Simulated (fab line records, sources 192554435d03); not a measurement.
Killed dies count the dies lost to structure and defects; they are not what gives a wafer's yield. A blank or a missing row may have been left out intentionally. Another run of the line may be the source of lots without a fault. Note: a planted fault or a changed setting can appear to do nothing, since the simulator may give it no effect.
Struck lot and sound lot, side by side ; flow n5_finfet ; 15 steps out of a route of 1938
Sound: these wafers, L598.2, L598.3, L598.6. Struck: wafer L607.6; the same lot's L607.1 was not struck, so it is left out; see the end for the cause.
At each step with rows: each side's tool, then ch and its chambers, then its first start. Under that, the readings that differ: sound wafers ; struck wafers ; difference of the means ; sigmas: that difference in standard deviations of wafers without a fault.
alike: a reading whose means differ by less than 2 such deviations, as well as words and numbers matching on both sides. not compared: withheld readings; readings where some wafer has no value; bounds like >300 that might hide an equal value; numbers whose values overlap and for which the record gives no deviation.
Wherever a step has rows on one side only, a row that says differs or no value, or a row with sigmas, the two part there. Numbers that have no deviation but don't overlap get no sigmas and don't part them. A reading that every wafer of one side lacks parts them only if that side has two wafers or more.

first, 7 steps without rows for these wafers: N5_BEOL_M5_COAT_71 (time 60 s, resist thk 5 nm); N5_BEOL_M5_COAT_05 (resist thk 30 nm); N5_BEOL_M5_EBR_07; N5_BEOL_M5_SOFTBAKE_06 (time 60 s); N5_BEOL_M5_EXPOSE_08 (exposes mask M5, target cd 28 nm); N5_BEOL_M5_PEB_09 (peb time 60 s); N5_BEOL_M5_DEVELOP_10 (develop time 30 s).
N5_BEOL_M5_CD_MEAS_11 targets a cd of 27.74 nm.
  sound on cd_sem-01 ch 0, day 10 10:55; struck on cd_sem-02 ch 0, day 12 19:20
  alike: cd_nm
N5_BEOL_M5_OVL_MEAS_12:
  sound on overlay-02 ch 0, day 10 10:57; struck on overlay-02 ch 0, day 12 19:22
  alike: M5_OVL
N5_BEOL_M5_INSPECT_13: inspects for defects (brightfield).
  sound on defect_inspect-02, day 10 11:01; struck on defect_inspect-02, day 12 19:25
  alike: raw_defect_count
N5_BEOL_M5_DESCUM_16: chemistry O2, time 7 s.
  sound on rie_diel-03 ch 0,1, day 10 11:05; struck on rie_diel-06 ch 3, day 12 19:32
reading;sound;struck;difference;sigmas
oes_product_au (a.u.);0.89 0.82 0.90;0.73;-0.14;-2
  alike: drypump_motor_current_A, rf_vpp_V, showerhead_plenum_p_Torr, throttle_valve_pct
  not compared: rf_hours_counter_h
N5_BEOL_M5_ETCH_72: etches underlayer in N2/H2, target depth 6.5 nm, time 5.2 s.
  sound on rie_diel-03 ch 0,1, day 10 11:07; struck on rie_diel-06 ch 3, day 12 19:34
  alike: drypump_motor_current_A, etch_rf_on_time_s, oes_product_au, rf_vpp_V, showerhead_plenum_p_Torr, throttle_valve_pct
  not compared: rf_hours_counter_h
N5_BEOL_M5_ETCH_61: etches SiARC in CF4, target depth 15.6 nm, time 26 s.
  sound on rie_diel-03 ch 0,1, day 10 11:08; struck on rie_diel-06 ch 3, day 12 19:35
reading;sound;struck;difference;sigmas
etch_rf_on_time_s (s);26.0 25.3 26.0;17.1;-8.7;-14
  alike: drypump_motor_current_A, mfc_ar_sccm, oes_product_au, rf_vpp_V, showerhead_plenum_p_Torr, throttle_valve_pct
  not compared: rf_hours_counter_h
N5_BEOL_M5_ETCH_62: etches SOC in N2/H2, target depth 75 nm, overetch 15 nm, time 112.5 s.
  sound on rie_diel-03 ch 0,1, day 10 11:10; struck on rie_diel-06 ch 3, day 12 19:37
  alike: drypump_motor_current_A, oes_product_au, rf_vpp_V, showerhead_plenum_p_Torr, throttle_valve_pct
  not compared: rf_hours_counter_h
-- record jumps: 5 days separate the struck wafers' starts on either side; left off in module BEOL_M5, taken up again in module PASSIVATION, whose first shown step is the route's number 1936 --
N5_PASSIVATION_PROBE_49:
  rows exist in the record for the struck wafers here (prober-02, day 17 23:25), but not for the sound ones

## WHERE THEY PART
First at N5_BEOL_M5_DESCUM_16; last, within this record, at N5_PASSIVATION_PROBE_49.

WHY: the cause the simulator had injected
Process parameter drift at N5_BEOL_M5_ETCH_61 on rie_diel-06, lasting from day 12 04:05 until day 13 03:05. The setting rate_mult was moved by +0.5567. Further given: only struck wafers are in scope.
